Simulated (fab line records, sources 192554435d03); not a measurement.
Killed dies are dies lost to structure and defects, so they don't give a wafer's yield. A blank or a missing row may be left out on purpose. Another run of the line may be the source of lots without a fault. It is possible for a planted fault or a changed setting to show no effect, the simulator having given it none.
Chamber matching || flow n5_finfet || N5_BEOL_M5_CVD_47 on cvd_co-02 has 3 sister chambers
The step deposits Co from CCTBA/H2, target thk 3 nm, time 216 s. 3 wafers are shown with their chamber, then 7 later ones without.

## WAFERS, EACH WITH ITS CHAMBER
{"wafer": "L461.2", "chamber": 2, "run_length_s (s)": 239.7}
{"wafer": "L467.2", "chamber": 1, "run_length_s (s)": 239.0}
{"wafer": "L467.4", "chamber": 0, "run_length_s (s)": 238.6}

## WAFERS MISSING THEIR CHAMBER
{"wafer": "L469.2", "run_length_s (s)": 238.3}
{"wafer": "L469.3", "run_length_s (s)": 239.3}
{"wafer": "L470.4", "run_length_s (s)": 238.3}
{"wafer": "L470.5", "run_length_s (s)": 239.8}
{"wafer": "L470.6", "run_length_s (s)": 239.3}
{"wafer": "L473.4", "run_length_s (s)": 239.8}
{"wafer": "L473.5", "run_length_s (s)": 238.0}

## THE CHAMBER EACH PASSED THROUGH
{"wafer": "L469.2", "from the rows above": "can't be placed: 0 or 1", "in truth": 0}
{"wafer": "L469.3", "from the rows above": "can't be placed: 1 or 2 or 0", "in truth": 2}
{"wafer": "L470.4", "from the rows above": "can't be placed: 0 or 1", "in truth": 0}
{"wafer": "L470.5", "from the rows above": 2, "in truth": 2}
{"wafer": "L470.6", "from the rows above": "can't be placed: 1 or 2 or 0", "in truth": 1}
{"wafer": "L473.4", "from the rows above": 2, "in truth": 2}
{"wafer": "L473.5", "from the rows above": "can't be placed: 0 or 1", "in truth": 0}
Correctly placed: 2 of 7. Cannot be placed on the basis of these rows: 5; the candidates contain the true chamber in 5. Wrongly placed: 0.
How it was worked out, from the rows above alone: a wafer's distance from a chamber is the root of the sum, over the readings, of the square of ((its reading less the chamber's mean) divided by the reading's scatter). The wafer belongs to the nearest chamber; if the next one is less than 2 further off, it can't be placed. A chamber's mean is the mean of its shown wafers. The scatter: with one shown wafer a chamber, the root of the mean of the squares of how far each hidden wafer lies from its nearest shown one.
